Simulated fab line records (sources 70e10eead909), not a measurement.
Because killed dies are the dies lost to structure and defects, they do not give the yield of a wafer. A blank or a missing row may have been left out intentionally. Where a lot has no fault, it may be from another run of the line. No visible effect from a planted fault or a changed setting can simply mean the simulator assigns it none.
Chamber matching ; flow nandHarc ; 4 sister chambers for NHARC_P_ZERO_WELL_DESCUM_13 on rieDiel-09
The step chemistry O2, time 3 s. 18 wafers are shown with their chamber, then 9 later ones without.

== WAFERS, EACH WITH ITS CHAMBER ==
wafer;chamber;drypumpMotorCurrentA (A);showerheadPlenumPTorr (Torr);throttleValvePct (%)
L079.1;2;5.6;1.88;11.327
L079.2;1;5.4;2.03;11.294
L079.3;3;5.3;2.03;11.320
L079.4;0;5.2;1.91;11.309
L079.5;2;5.5;1.88;11.303
L079.6;3;5.3;2.03;11.298
L081.2;3;5.3;2.02;11.314
L081.3;0;5.2;1.91;11.311
L081.4;2;5.6;1.87;11.299
L082.3;2;5.6;1.87;11.306
L082.4;1;5.4;2.03;11.305
L082.5;0;5.2;1.91;11.321
L090.1;2;5.6;1.87;11.309
L090.4;3;5.3;2.02;11.322
L090.6;2;5.6;1.87;11.314
L091.1;0;5.2;1.90;11.303
L091.2;3;5.3;2.02;11.314
L091.4;1;5.4;2.02;11.301

SIGNATURES (means of the wafers above)
reading;chamber 0;chamber 1;chamber 2;chamber 3;scatter within a chamber
drypumpMotorCurrentA;5.200;5.400;5.583;5.300;0.0244
showerheadPlenumPTorr;1.9075;2.0267;1.8733;2.0240;0.00531
throttleValvePct;11.31100;11.30000;11.30967;11.31360;0.00877
Rule: for a wafer and a chamber, the distance is found by dividing, reading by reading, the gap between the wafer's reading and the chamber's mean by the reading's scatter, squaring, summing and taking the root. If the next closest chamber is less than 2 further off than the closest, the wafer can't be placed; otherwise it belongs to the closest. The scatter is the square root of a quotient: the sum, over the shown wafers, of each reading's squared deviation from its chamber's mean, divided by wafers minus chambers.

== WAFERS WITHOUT THEIR CHAMBER ==
wafer;drypumpMotorCurrentA (A);showerheadPlenumPTorr (Torr);throttleValvePct (%)
L094.1;5.2;1.90;11.303
L094.4;5.6;1.86;11.308
L094.5;5.2;1.90;11.316
L095.2;5.3;2.01;11.297
L095.4;5.2;1.90;11.304
L095.5;5.3;2.01;11.312
L096.2;5.4;2.01;11.307
L096.4;5.2;1.90;11.316
L096.6;5.3;2.01;11.319

== THE CHAMBER EACH PASSED THROUGH ==
wafer;from the rows above;in truth
L094.1;0;0
L094.4;2;2
L094.5;0;0
L095.2;can't be placed: 3 or 1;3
L095.4;0;0
L095.5;3;3
L096.2;can't be placed: 1 or 3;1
L096.4;0;0
L096.6;3;3
7 of 9 placed correctly. From these rows, 2 cannot be placed; in 2 the true chamber is one of the candidates. 0 placed wrongly.
